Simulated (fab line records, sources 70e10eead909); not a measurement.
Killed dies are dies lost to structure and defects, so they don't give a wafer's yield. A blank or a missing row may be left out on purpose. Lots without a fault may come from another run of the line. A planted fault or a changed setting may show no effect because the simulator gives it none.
A struck lot beside a sound one | flow nand_harc | 15 steps out of a route of 1159
Sound: wafers L910.1, L910.2, L910.4. Struck: wafers L919.2, L919.3, L919.5. The cause comes at the end.
At each step with rows: each side's tool, then ch and its chambers, then its first start. Under that, the readings that differ: sound wafers | struck wafers | difference of the means | sigmas: that difference in standard deviations of wafers without a fault.
alike: readings whose means differ by less than 2 such deviations, and words and numbers that are the same on both sides. not compared: withheld readings, readings that some wafer has no value for, bounds like >300 that may hide the same value, and numbers for which the record gives no deviation and whose values overlap.
The two part at a step that has a row with sigmas, a row that says differs or no value, or rows on one side only. Numbers that don't overlap but have no deviation are shown without sigmas and don't part them. A reading that every wafer of one side lacks parts them only if that side has two wafers or more.

first, 1 step without rows for these wafers: NHARC_P_ZERO_WELL_HARDBAKE_53 (time 80 s).
NHARC_P_ZERO_WELL_DESCUM_54: chemistry O2, time 3 s.
  sound on rie_diel-10 ch 0,1,3, day 2 17:47; struck on rie_diel-12 ch 1,2, day 4 23:53
  alike: chamber_pressure_mTorr, drypump_motor_current_A, mfc_ar_sccm, oes_product_au, rf_vpp_V, showerhead_plenum_p_Torr, throttle_valve_pct
  not compared: rf_hours_counter_h
then, 5 steps without rows for these wafers: NHARC_P_ZERO_WELL_IMPLANT_55; NHARC_P_ZERO_WELL_IMPLANT_61; NHARC_P_ZERO_WELL_STRIP_56 (strips in SPM, time 840 s); NHARC_P_ZERO_WELL_PRECLEAN_68 (cleans in SC1, time 60 s); NHARC_P_ZERO_WELL_SRD_69.
NHARC_P_ZERO_WELL_RTA_42: time 300 s.
  sound on rtp_anneal-01 ch 0, day 2 18:50; struck on rtp_anneal-02 ch 0, day 5 01:00
  alike: lamp_power_pct, lamp_zone_4_pct, wafer_temp_C_max
NHARC_P_ZERO_WELL_INSPECT_43:
  sound on defect_inspect-02, day 2 19:32; struck on defect_inspect-02, day 5 01:34
  alike: raw_defect_count
then, 3 steps without rows for these wafers: NHARC_P_STI_ETCH_26 (etches SiO2 in dHF, target depth 11 nm); NHARC_P_STI_PRECLEAN_27 (cleans in SC1); NHARC_P_STI_SRD_28.
NHARC_P_STI_OXIDE_29: material SiO2, target thk 10 nm, ox time 1362 s.
  sound on furnace-05 ch 0, day 3 01:01; struck on furnace-04 ch 0, day 5 13:14
then, 1 step without rows for these wafers: NHARC_P_STI_HM_DEP_30 (deposits Si3N4, target thk 80 nm, time 873 s).
NHARC_END_SORT_01:
  the record has rows for the sound wafers here (prober-01 ch 0, day 20 11:13) and none for the struck ones

WHERE THEY PART
Only at NHARC_END_SORT_01, within this record.

WHY: what the simulator had put in
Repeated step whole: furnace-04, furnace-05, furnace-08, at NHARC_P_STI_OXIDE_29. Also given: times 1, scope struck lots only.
